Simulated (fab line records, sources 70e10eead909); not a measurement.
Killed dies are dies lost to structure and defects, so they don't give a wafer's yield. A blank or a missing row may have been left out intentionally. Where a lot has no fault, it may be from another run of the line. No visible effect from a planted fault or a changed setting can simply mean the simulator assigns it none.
Matching of chambers -- flow nandHarc -- NHARC_A_CONTACT_ETCH_102 on rieDiel-04 has 4 sister chambers
The step etches the open film in CF4/O2, target depth 100 nm, overetch 10 nm, time 55 s. 4 wafers are shown with their chamber, then 7 later ones without.

## WAFERS PAIRED WITH THEIR CHAMBERS
wafer,chamber,showerheadPlenumPTorr (Torr)
L084.2,3,1.29
L086.5,2,1.24
L090.1,1,1.44
L090.3,0,1.40

## WAFERS WHOSE CHAMBER IS MISSING
wafer,showerheadPlenumPTorr (Torr)
L090.6,1.44
L091.2,1.44
L091.3,1.40
L091.4,1.29
L095.1,1.23
L095.2,1.40
L095.5,1.43

## THE CHAMBER EACH PASSED THROUGH
wafer,from the rows above,in truth
L090.6,1,1
L091.2,1,1
L091.3,0,0
L091.4,3,3
L095.1,2,2
L095.2,0,0
L095.5,1,1
Placed correctly: 7 of 7. From these rows, 0 cannot be placed. Placed wrongly: 0.
How it was worked out, from the rows above alone: a wafer's distance from a chamber is the root of the sum, over the readings, of the square of ((its reading less the chamber's mean) divided by the reading's scatter). The wafer belongs to the nearest chamber; if the next one is less than 2 further off, it can't be placed. A chamber's mean is the mean of its shown wafers. The scatter: root of mean squared gap, hidden wafer to nearest shown wafer, with one shown wafer a chamber.
